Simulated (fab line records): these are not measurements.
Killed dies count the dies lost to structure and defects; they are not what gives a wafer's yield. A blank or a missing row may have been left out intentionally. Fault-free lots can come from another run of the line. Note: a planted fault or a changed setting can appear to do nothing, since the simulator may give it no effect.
Which tool is to blame?	flow nand harc	Sampling: 24 lots, 72 wafers, 6 of 1302 route steps

== WHAT EACH GAUGE READ, for each wafer ==
NHARC_A_CONTACT_CD_MEAS_53. Usual: cd nm 289.4 nm, standard deviation 0.86.
lot	measured	on	cd nm (nm)	flag
L074	day 21 19:28	cd sem-01	288.3 288.6 289.3	
L075	day 22 00:55	cd sem-01	289.8 289.6 289.6	
L076	day 22 18:15	cd sem-02	289.2 289.8 289.1	
L078	day 22 16:03	cd sem-02	290.3 290.1 289.7	
L077	day 22 15:39	cd sem-01	290.4 289.9 290.0	
L079	day 23 08:33	cd sem-02	291.1 290.5 290.7	
L080	day 23 08:11	cd sem-03	288.2 289.7 289.8	
L082	day 24 13:43	cd sem-02	287.5 287.3 288.4	
L081	day 24 20:10	cd sem-02	290.5 290.1 289.9	
L084	day 25 18:23	cd sem-02	289.7 289.2 289.4	
L083	day 25 18:32	cd sem-01	289.6 290.4 289.7	
L086	day 26 14:18	cd sem-01	286.9 287.3 287.3	
L085	day 26 15:05	cd sem-02	289.3 290.2 288.7	
L087	day 27 20:59	cd sem-01	288.6 288.2 288.9	
L088	day 27 20:11	cd sem-01	289.3 288.7 288.7	
L089	day 28 06:08	cd sem-03	289.9 289.2 289.9	
L090	day 28 11:01	cd sem-02	289.6 289.4 289.5	
L092	day 29 04:37	cd sem-01	290.1 290.1 290.4	
L091	day 29 00:29	cd sem-03	290.1 289.6 290.2	
L093	day 29 01:25	cd sem-01	289.9 290.3 289.8	
L094	day 30 11:48	cd sem-01	289.4 289.0 289.6	
L095	day 30 22:03	cd sem-01	289.4 289.5 289.7	
L097	day 31 08:26	cd sem-02	288.4 289.2 288.7	
L096	day 31 23:31	cd sem-02	290.3 289.4 290.0	

NHARC_A_CONTACT_OVL_MEAS_70. Usual: overlay x nm -0.3 nm, standard deviation 0.71; overlay y nm 0.2 nm, standard deviation 0.95.
lot	measured	on	overlay x nm (nm)	overlay y nm (nm)	flag
L074	day 22 00:38	overlay-01	-0.3 -0.5 -1.0	-0.6 -0.3 -0.5	
L075	day 22 06:38	overlay-01	-0.3 -0.1 0.0	1.2 0.4 0.6	
L076	day 23 04:50	overlay-02	-0.2 -1.1 -0.6	0.6 1.0 0.6	
L078	day 22 23:48	overlay-02	-0.7 -0.4 -0.5	1.5 1.4 1.1	
L077	day 22 22:35	overlay-01	-0.7 -0.2 -0.7	-0.7 -1.1 -0.5	
L079	day 23 13:53	overlay-01	0.8 1.2 0.7	1.0 0.6 1.4	
L080	day 23 13:15	overlay-02	0.3 0.2 0.7	-0.1 0.2 0.2	
L082	day 24 18:46	overlay-01	-1.1 -1.3 -1.5	-0.2 -0.3 0.4	
L081	day 25 01:14	overlay-02	-1.1 -1.0 -1.1	-0.3 0.0 -0.1	
L084	day 26 01:05	overlay-01	0.5 0.1 -0.1	0.2 -0.6 -0.3	
L083	day 26 03:07	overlay-02	0.3 -0.2 -0.3	1.7 2.1 1.8	
L086	day 26 21:55	overlay-02	-0.4 -0.2 0.4	-1.4 -1.6 -1.1	
L085	day 26 23:18	overlay-01	-1.0 -1.2 -1.1	0.7 0.5 0.8	
L087	day 28 02:01	overlay-01	0.0 -0.4 0.0	-0.7 -0.6 -0.4	
L088	day 28 01:59	overlay-02	-0.6 -0.2 -1.0	1.7 2.1 1.7	
L089	day 28 11:03	overlay-01	-0.9 -0.9 -1.0	0.8 1.1 0.5	
L090	day 28 17:40	overlay-02	0.4 0.2 -0.4	-1.2 -1.4 -1.9	
L092	day 29 14:23	overlay-02	0.0 0.1 0.0	0.1 0.3 0.3	
L091	day 29 09:44	overlay-02	-1.1 -1.2 -1.4	-0.4 -0.1 0.2	
L093	day 29 09:57	overlay-01	0.3 -0.2 0.5	-0.3 0.2 -0.3	
L094	day 30 17:18	overlay-01	0.7 0.2 0.3	-0.5 0.2 0.5	
L095	day 31 03:16	overlay-01	-0.7 0.6 0.0	-0.7 -0.8 -0.8	
L097	day 31 13:48	overlay-02	1.3 1.8 1.3	2.1 1.9 1.8	
L096	day 32 05:54	overlay-02	-1.4 -0.6 -0.3	-0.4 -0.4 -0.5	

== WHICH TOOL RAN EACH LOT (tool, then ch and the chambers of the sampled wafers, then the start) ==
lot	NHARC_A_SGD_CUT_ETCH_59	NHARC_A_SLIT_DEP_25	NHARC_A_WL_FILL_ALD_02	NHARC_A_CONTACT_ETCH_113
L074	rie diel-07 ch 0,2,3, day 19 12:13 or earlier	pecvd-03 ch 1,2, day 19 12:13	ald metal-04 ch 0,2,3, day 20 10:20	har cap etch-02 ch 0,1, day 21 16:34
L075	rie diel-07 ch 0,2,3, day 20 01:04 or earlier	pecvd-01 ch 0,1, day 20 01:04	ald metal-01 ch 1,2,3, day 20 20:27	har cap etch-02 ch 0,1, day 21 22:04
L076	rie diel-07 ch 1,3, day 20 09:42 or earlier	pecvd-04 ch 0,2, day 20 09:42	ald metal-01 ch 0,1,3, day 21 12:02	har cap etch-01 ch 0,1, day 22 15:24
L078	rie diel-04 ch 2,3, day 20 09:44 or earlier	pecvd-03 ch 1,2, day 20 09:44	ald metal-04 ch 2,3, day 21 08:40	har cap etch-02 ch 1, day 22 13:09
L077	rie diel-08 ch 1,2,3, day 20 09:45 or earlier	pecvd-01 ch 1,2, day 20 09:45	ald metal-02 ch 0,1,2, day 21 12:01	har cap etch-01 ch 0,1, day 22 12:44
L079	rie diel-08 ch 2,3, day 21 04:01 or earlier	pecvd-03 ch 1,2, day 21 04:01	ald metal-04 ch 1,2, day 21 23:35	har cap etch-02 ch 0,1, day 23 05:38
L080	rie diel-04 ch 0,1, day 21 04:14 or earlier	pecvd-01 ch 1,2, day 21 04:14	ald metal-02 ch 1,2,3, day 21 23:32	har cap etch-01 ch 0,1, day 23 05:21
L082	rie diel-08 ch 2,3, day 22 14:32 or earlier	pecvd-03 ch 0,1,2, day 22 14:32	ald metal-01 ch 2,3, day 23 09:01	har cap etch-02 ch 0,1, day 24 10:52
L081	rie diel-07 ch 1,3, day 22 14:32 or earlier	pecvd-01 ch 0,2, day 22 14:32	ald metal-04 ch 0,1, day 23 12:19	har cap etch-03 ch 0,1, day 24 16:44
L084	rie diel-08 ch 1,3, day 23 15:46 or earlier	pecvd-01 ch 1,2, day 23 15:46	ald metal-04 ch 0,1, day 24 10:14	har cap etch-02 ch 0,1, day 25 15:28
L083	rie diel-07 ch 0,1,3, day 23 15:48 or earlier	pecvd-04 ch 1,2, day 23 15:48	ald metal-01 ch 1,2,3, day 24 10:19	har cap etch-03 ch 0,1, day 25 15:40
L086	rie diel-08 ch 0,2, day 24 12:44 or earlier	pecvd-03 ch 0,1,2, day 24 12:44	ald metal-04 ch 1,2,3, day 25 07:01	har cap etch-03 ch 0,1, day 26 10:37
L085	rie diel-07 ch 0,2,3, day 24 12:41 or earlier	pecvd-01 ch 0,1,2, day 24 12:41	ald metal-02 ch 0,1,3, day 25 07:10	har cap etch-01 ch 0,1, day 26 12:10
L087	rie diel-07 ch 0,1, day 25 18:50 or earlier	pecvd-03 ch 0,1,2, day 25 18:50	ald metal-04 ch 0,1,2, day 26 15:34	har cap etch-02 ch 0,1, day 27 18:03
L088	rie diel-08 ch 0,1,2, day 25 18:44 or earlier	pecvd-04 ch 0,2, day 25 18:44	ald metal-01 ch 0,2,3, day 26 15:40	har cap etch-01 ch 0,1, day 27 17:17
L089	rie diel-04 ch 1,2, day 26 05:05 or earlier	pecvd-04 ch 0,1,2, day 26 05:05	ald metal-01 ch 1,2,3, day 27 00:30	har cap etch-03 ch 0,1, day 28 03:19
L090	rie diel-07 ch 0,2, day 26 10:49 or earlier	pecvd-03 ch 0,1, day 26 10:49	ald metal-02 ch 0,2,3, day 27 05:19	har cap etch-03 ch 0,1, day 28 08:06
L092	rie diel-08 ch 2,3, day 26 23:23 or earlier	pecvd-01 ch 0,1, day 26 23:23	ald metal-04 ch 1,2,3, day 27 18:31	har cap etch-02 ch 0,1, day 29 01:43
L091	rie diel-07 ch 0,1,3, day 26 23:22 or earlier	pecvd-03 ch 0,1,2, day 26 23:22	ald metal-01 ch 0,3, day 27 18:31	har cap etch-02 ch 0,1, day 28 21:32
L093	rie diel-08 ch 0,3, day 26 23:25 or earlier	pecvd-04 ch 0,1,2, day 26 23:25	ald metal-04 ch 2,3, day 27 22:21	har cap etch-03 ch 0,1, day 28 22:29
L094	rie diel-08 ch 1,2, day 28 07:51 or earlier	pecvd-01 ch 0,1,2, day 28 07:51	ald metal-02 ch 1,2, day 29 06:16	har cap etch-01 ch 0,1, day 30 08:16
L095	rie diel-07 ch 0,1,3, day 28 16:56 or earlier	pecvd-04 ch 0,1,2, day 28 16:56	ald metal-02 ch 0,1,2, day 29 16:39	har cap etch-02 ch 0,1, day 30 19:02
L097	rie diel-07 ch 0,1, day 29 03:00 or earlier	pecvd-03 ch 0,1,2, day 29 03:00	ald metal-02 ch 1,2, day 30 01:00	har cap etch-02 ch 0,1, day 31 05:35
L096	rie diel-04 ch 1,3, day 29 03:11 or earlier	pecvd-04 ch 0,1, day 29 03:11	ald metal-04 ch 1,2,3, day 30 14:20	har cap etch-02 ch 0,1, day 31 20:21
- NHARC_A_SGD_CUT_ETCH_59: etches the open film in N2/H2, target depth 260 nm, time 406.25 s.
- NHARC_A_SLIT_DEP_25: deposits SiO2, target thk 200 nm.
- NHARC_A_WL_FILL_ALD_02: deposits TiN, target thk 2 nm, pulse time 3 s, ald cycles 100.
- NHARC_A_CONTACT_ETCH_113: etches the open film in C4F8/O2/Ar, time 190 s, target depth 1850 nm.

== AS READ BY THE TOOLS THEMSELVES (means over the sampled wafers that have a number; for cases with no such wafer, the mark the record gives instead) ==
NHARC_A_SGD_CUT_ETCH_59. Usual: drypump motor current A 5.8 A, standard deviation 0.48; mfc ar sccm 0.009 sccm, standard deviation 0.014; oes product au 1.003 a.u., standard deviation 0.011; rf vpp V 430.2 V, standard deviation 2.6; showerhead plenum p Torr 2.02 Torr, standard deviation 0.094; throttle valve pct 14.171 %, standard deviation 0.0096.
lot	tool	drypump motor current A (A)	mfc ar sccm (sccm)	oes product au (a.u.)	rf vpp V (V)	showerhead plenum p Torr (Torr)	throttle valve pct (%)	flag
L074	rie diel-07	5.9	0.001	1.004	430.6	2.04	14.171	
L075	rie diel-07	5.9	0.001	1.012	430.6	2.04	14.162	
L076	rie diel-07	6.0	0.008	0.997	426.9	1.93	14.164	
L078	rie diel-04	5.8	0.000	0.999	430.4	2.06	14.172	
L077	rie diel-08	5.8	0.023	1.001	431.9	2.07	14.171	
L079	rie diel-08	5.9	0.025	1.014	432.6	2.12	14.174	
L080	rie diel-04	5.7	0.000	0.991	429.5	1.99	14.172	
L082	rie diel-08	5.9	0.025	1.011	433.2	2.12	14.169	
L081	rie diel-07	6.0	0.008	1.010	428.0	1.93	14.173	
L084	rie diel-08	5.3	0.011	1.016	430.3	2.05	14.180	
L083	rie diel-07	5.8	0.005	1.014	429.5	2.01	14.181	
L086	rie diel-08	5.9	0.025	1.005	432.1	2.08	14.173	
L085	rie diel-07	5.9	0.001	1.004	431.0	2.03	14.175	
L087	rie diel-07	5.8	0.005	1.007	432.6	2.09	14.167	
L088	rie diel-08	5.8	0.023	1.006	431.3	2.04	14.176	
L089	rie diel-04	5.6	0.000	0.998	431.5	2.06	14.162	
L090	rie diel-07	6.2	0.001	0.998	431.3	2.07	14.176	
L092	rie diel-08	5.5	0.012	1.012	432.4	2.09	14.172	
L091	rie diel-07	5.8	0.005	1.010	429.1	2.01	14.170	
L093	rie diel-08	5.1	0.000	0.994	429.8	2.00	14.181	
L094	rie diel-08	6.1	0.034	0.991	430.7	2.05	14.171	
L095	rie diel-07	5.7	0.005	1.015	429.0	2.01	14.172	
L097	rie diel-07	5.8	0.005	1.009	431.7	2.09	14.176	
L096	rie diel-04	6.1	0.000	1.003	428.3	1.95	14.168	

NHARC_A_SLIT_DEP_25. Usual: flow sccm 2651 sccm, standard deviation 7; heater power w 511 W, standard deviation 83; throttle valve pct 16.0 %, standard deviation 0.38.
lot	tool	flow sccm (sccm)	heater power w (W)	throttle valve pct (%)	flag
L074	pecvd-03	2663	552	16.2	
L075	pecvd-01	2653	560	16.0	
L076	pecvd-04	2651	442	15.3	
L078	pecvd-03	2656	583	16.1	
L077	pecvd-01	2650	408	15.8	
L079	pecvd-03	2648	553	16.2	
L080	pecvd-01	2646	482	15.8	
L082	pecvd-03	2648	556	16.2	
L081	pecvd-01	2652	543	15.5	
L084	pecvd-01	2651	420	15.9	
L083	pecvd-04	2647	475	15.7	
L086	pecvd-03	2642	610	16.1	
L085	pecvd-01	2657	473	15.7	
L087	pecvd-03	2652	570	16.2	
L088	pecvd-04	2648	516	15.6	
L089	pecvd-04	2658	489	15.8	
L090	pecvd-03	2652	640	16.4	
L092	pecvd-01	2647	446	15.9	
L091	pecvd-03	2654	529	16.1	
L093	pecvd-04	2650	509	16.1	
L094	pecvd-01	2648	444	16.0	
L095	pecvd-04	2659	501	15.7	
L097	pecvd-03	2647	552	16.1	
L096	pecvd-04	2654	528	16.2	

NHARC_A_WL_FILL_ALD_02. Usual: heater power w 1104 W, standard deviation 110; precursor pulse height rel 1.000, standard deviation 0.022.
lot	tool	heater power w (W)	precursor pulse height rel	flag
L074	ald metal-04	1031	0.995	
L075	ald metal-01	1198	0.980	
L076	ald metal-01	1096	1.009	
L078	ald metal-04	959	1.002	
L077	ald metal-02	1150	1.003	
L079	ald metal-04	1126	1.028	
L080	ald metal-02	1128	1.014	
L082	ald metal-01	1185	0.990	
L081	ald metal-04	1149	1.010	
L084	ald metal-04	1168	1.007	
L083	ald metal-01	1185	1.018	
L086	ald metal-04	1066	0.970	
L085	ald metal-02	1154	0.991	
L087	ald metal-04	1114	0.995	
L088	ald metal-01	1125	0.985	
L089	ald metal-01	1179	1.000	
L090	ald metal-02	1060	1.006	
L092	ald metal-04	1073	1.008	
L091	ald metal-01	1098	0.997	
L093	ald metal-04	992	1.021	
L094	ald metal-02	1202	0.972	
L095	ald metal-02	1164	1.002	
L097	ald metal-02	1162	1.008	
L096	ald metal-04	1025	1.006	

== THE ANSWER, worked out from the rows above alone ==
Rule: lot off if the mean of its wafers having a number is beyond 3 standard deviations from the usual mean. A lot without any number at a reading at which 4 lots or more have one is off too. The other lots that the step has rows for count as sound. After the gauges, taken in route order, come the tools' own readings; for these a lot's mean is taken, as printed above. The first step at which some lot is off is used, and at that step the reading that is off furthest; a lot without a number counts as furthest.
No lot is off at any reading shown: from this, nothing can be told.

== WHAT WAS PUT IN BY THE SIMULATOR ==
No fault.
